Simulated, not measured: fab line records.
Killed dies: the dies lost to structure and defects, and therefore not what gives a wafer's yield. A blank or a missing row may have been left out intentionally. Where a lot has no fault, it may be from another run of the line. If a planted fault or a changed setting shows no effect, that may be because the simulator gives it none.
A struck lot beside a sound one | flow n5Finfet | 16 steps out of a route of 1938
Sound: these wafers, L390.4, L390.5, L390.6. Wafers struck: L396.3, L396.4, L396.5. At the end, the cause is stated.
For every step that has rows: the tool of each side, followed by ch and its chambers, followed by its first start. Under that, the readings that differ: sound wafers | struck wafers | difference of the means | sigmas: that difference in standard deviations of wafers without a fault.
alike: same words and numbers on both sides, and readings whose means sit less than 2 such deviations apart. not compared: any withheld reading, any reading some wafer has no value for, any bound like >300 that may hide the same value, and any number with overlapping values for which the record gives no deviation.
A row with sigmas, a row that says differs or no value, or rows on one side alone: a step with any of these is where the two part. Numbers that have no deviation but don't overlap get no sigmas and don't part them. A reading missing from all wafers of one side parts the sides only when that side holds two or more wafers.

first, 8 steps without rows for these wafers: N5_SDB_COAT_03 (time 60 s, resist thk 100 nm); N5_SDB_COAT_04 (time 60 s, resist thk 18 nm); N5_SDB_COAT_05 (resist thk 90 nm); N5_SDB_EBR_07; N5_SDB_SOFTBAKE_06 (time 60 s); N5_SDB_EXPOSE_08 (exposes mask SDB); N5_SDB_PEB_09 (peb time 60 s); N5_SDB_DEVELOP_10 (develop time 30 s).
N5_SDB_CD_MEAS_11 targets a cd of 50 nm.
  sound on cdSem-02 ch 0, day 6 14:30; struck on cdSem-03 ch 0, day 7 23:18
  alike: cdNm
N5_SDB_OVL_MEAS_12:
  sound on overlay-02 ch 0, day 6 14:32; struck on overlay-02 ch 0, day 7 23:19
  alike: SDB_OVL
N5_SDB_INSPECT_13: inspects for defects (brightfield).
  sound on defectInspect-01 at day 6 14:33; struck on defectInspect-02 at day 7 23:21
  alike: rawDefectCount
N5_SDB_DESCUM_16: chemistry O2, time 7.9 s.
  sound on rieDiel-05 ch 0,1,2, day 6 15:10; struck on rieDiel-05 ch 0,1,2, day 7 23:24
  alike: drypumpMotorCurrentA, oesProductAu, rfVppV, showerheadPlenumPTorr, throttleValvePct
  not compared: rfHoursCounterH
N5_SDB_ETCH_17: etches SiARC in CF4, target depth 23.4 nm, time 39 s.
  sound on rieDiel-05 ch 0,1,2, day 6 15:11; struck on rieDiel-05 ch 0,1,2, day 7 23:26
reading    | sound             | struck            | difference | sigmas
biasW (W)  | 35.88 36.12 36.21 | 38.50 38.52 38.34 | +2.38      | +22
rfVppV (V) | 185.5 184.1 184.4 | 190.7 191.9 193.1 | +7.2       | +7
  alike: drypumpMotorCurrentA, etchRfOnTimeS, oesProductAu, showerheadPlenumPTorr, throttleValvePct
  not compared: rfHoursCounterH
N5_SDB_ETCH_18: etches SOC in N2/H2, target depth 100 nm, overetch 20 nm, time 150 s.
  sound on rieDiel-05 ch 0,1,2, day 6 15:17; struck on rieDiel-05 ch 0,1,2, day 7 23:28
  alike: biasW, drypumpMotorCurrentA, oesProductAu, rfVppV, showerheadPlenumPTorr, throttleValvePct
  not compared: rfHoursCounterH
-- the record jumps here: 4 days lie between the struck wafers' starts before and after (it left off in module SDB and takes up again in module BEOL_M4, whose first step shown is number 1111 of the route) --
N5_BEOL_M4_RC_MEAS_101:
  sound on prober-01 ch 0, day 10 16:01; struck on prober-02 ch 0, day 12 00:31
reading       | sound       | struck      | difference | sigmas
ION_P (uA/um) | 463 463 461 | 441 449 441 | -19        | -2
VT_N (mV)     | 249 250 249 | 262 253 256 | +8         | +2
  alike: DIBL_N, DIBL_P, IOFF_N, IOFF_P, ION_N, SS_N, SS_P, VT_P
N5_PASSIVATION_PROBE_49:
  the record has rows for the sound wafers here (prober-01, day 14 16:13) and none for the struck ones

WHERE THEY PART
At N5_SDB_ETCH_17 first; at N5_PASSIVATION_PROBE_49 last (within this record only).

WHY: whatever the simulator had introduced
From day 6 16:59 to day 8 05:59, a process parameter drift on rieDiel-05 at N5_SDB_ETCH_17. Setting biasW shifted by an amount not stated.
